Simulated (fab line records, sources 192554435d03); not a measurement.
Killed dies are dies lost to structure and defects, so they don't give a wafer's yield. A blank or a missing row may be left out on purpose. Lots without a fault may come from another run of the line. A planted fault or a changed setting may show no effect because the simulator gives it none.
Which tool did it? | flow n5_finfet | 10 lots, 28 wafers sampled, at 5 steps of a route of 1938

WHAT THE GAUGES READ, wafer by wafer
N5_BEOL_M14_RS_MEAS_54: measures by four-point-probe.
lot  | measured     | on            | M14_RS (ohm/sq)
L978 | day 11 12:05 | film_metro-01 | 0.0315 0.0319 0.0345
L977 | day 11 16:13 | film_metro-01 | 0.0312 0.0343 0.0315
L984 | day 12 22:13 | film_metro-01 | 0.0333 0.0330
L985 | day 13 02:02 | film_metro-02 | 0.0320 0.0319
L986 | day 13 13:41 | film_metro-01 | 0.0319 0.0346 0.0318
L994 | day 15 15:27 | film_metro-02 | 0.0326 0.0337 0.0327
L996 | day 16 08:25 | film_metro-02 | 0.0339 0.0326 0.0330
L997 | day 16 12:26 | film_metro-02 | 0.0330 0.0326 0.0326
L998 | day 16 21:30 | film_metro-02 | 0.0334 0.0330 0.0337
L999 | day 17 05:55 | film_metro-01 | 0.0311 0.0337 0.0320

WHICH TOOL RAN EACH LOT (tool, then ch and the chambers of the sampled wafers, then the start)
lot  | N5_BEOL_M14_VIA_ETCH_16            | N5_BEOL_M14_ETCH_38                           | N5_BEOL_M14_SPUTTER_44       | N5_BEOL_M14_CMP_49
L978 | rie_diel-01 ch 0,2,3, day 11 08:17 | rie_diel-04 ch 0,2,3, day 11 10:55 or earlier | pvd_sputter-01, day 11 10:55 | cmp-01 ch 0,1,3, day 11 11:39
L977 | rie_diel-03 ch 0,1,3, day 11 10:11 | rie_diel-04 ch 0,1,2, day 11 15:07 or earlier | pvd_sputter-02, day 11 15:07 | cmp-04 ch 1,2,3, day 11 15:48
L984 | rie_diel-04 ch 0,3, day 12 18:10   | rie_diel-03 ch 0,1, day 12 21:06 or earlier   | pvd_sputter-02, day 12 21:06 | cmp-01 ch 1,3, day 12 21:48
L985 | rie_diel-03 ch 0,2, day 12 19:20   | rie_diel-03 ch 0,1, day 13 00:47 or earlier   | pvd_sputter-02, day 13 00:47 | cmp-01 ch 1,3, day 13 01:37
L986 | rie_diel-03 ch 0,1, day 13 10:25   | rie_diel-01 ch 0,1, day 13 12:25 or earlier   | pvd_sputter-02, day 13 12:25 | cmp-03 ch 1,2,3, day 13 13:10
L994 | rie_diel-01 ch 0,1,2, day 15 10:40 | rie_diel-04 ch 0,1,3, day 15 14:11 or earlier | pvd_sputter-01, day 15 14:11 | cmp-04 ch 1,2,3, day 15 15:04
L996 | rie_diel-04 ch 1,2, day 16 03:54   | rie_diel-03 ch 0,3, day 16 07:19 or earlier   | pvd_sputter-03, day 16 07:19 | cmp-01 ch 2,3, day 16 07:59
L997 | rie_diel-03 ch 0,1,3, day 16 07:10 | rie_diel-01 ch 1,2, day 16 11:20 or earlier   | pvd_sputter-01, day 16 11:20 | cmp-04 ch 0,2,3, day 16 12:05
L998 | rie_diel-01 ch 1,2, day 16 16:37   | rie_diel-01 ch 2,3, day 16 19:15 or earlier   | pvd_sputter-02, day 16 19:15 | cmp-01 ch 0,2,3, day 16 21:07
L999 | rie_diel-01 ch 1,2, day 16 21:20   | rie_diel-01 ch 1,2,3, day 17 04:38 or earlier | pvd_sputter-03, day 17 04:38 | cmp-04 ch 0,1,3, day 17 05:30
- N5_BEOL_M14_VIA_ETCH_16: etches SiO2 in C4F8/O2/Ar, target depth 1231.3 nm.
- N5_BEOL_M14_ETCH_38: etches SiCN in CF4/N2, target depth 106.5 nm, time 120.6 s.
- N5_BEOL_M14_SPUTTER_44: material Ta, target thk 15 nm, time 24.19 s.
- N5_BEOL_M14_CMP_49: polishes, stops on SiO2, t overpolish 5.2 s, target thk 560 nm.

THE ANSWER, worked out from the rows above alone
Rule: what is usual is taken from the lots themselves. Put in order of their means at a reading, lots are off if they are a third of the lots or fewer, leave a main group of 4 or more, and stand apart from it by a gap of 3 or more times the standard deviation of the main group's means; of several such gaps the widest counts. A main group whose means are all the same, to the digits that the tables above print for the reading, isn't used. A lot without any number at a reading at which 4 lots or more have one is off too. The other lots that the step has rows for count as sound.
No lot is off at any reading shown: from this, nothing can be told.

WHAT THE SIMULATOR HAD PUT IN
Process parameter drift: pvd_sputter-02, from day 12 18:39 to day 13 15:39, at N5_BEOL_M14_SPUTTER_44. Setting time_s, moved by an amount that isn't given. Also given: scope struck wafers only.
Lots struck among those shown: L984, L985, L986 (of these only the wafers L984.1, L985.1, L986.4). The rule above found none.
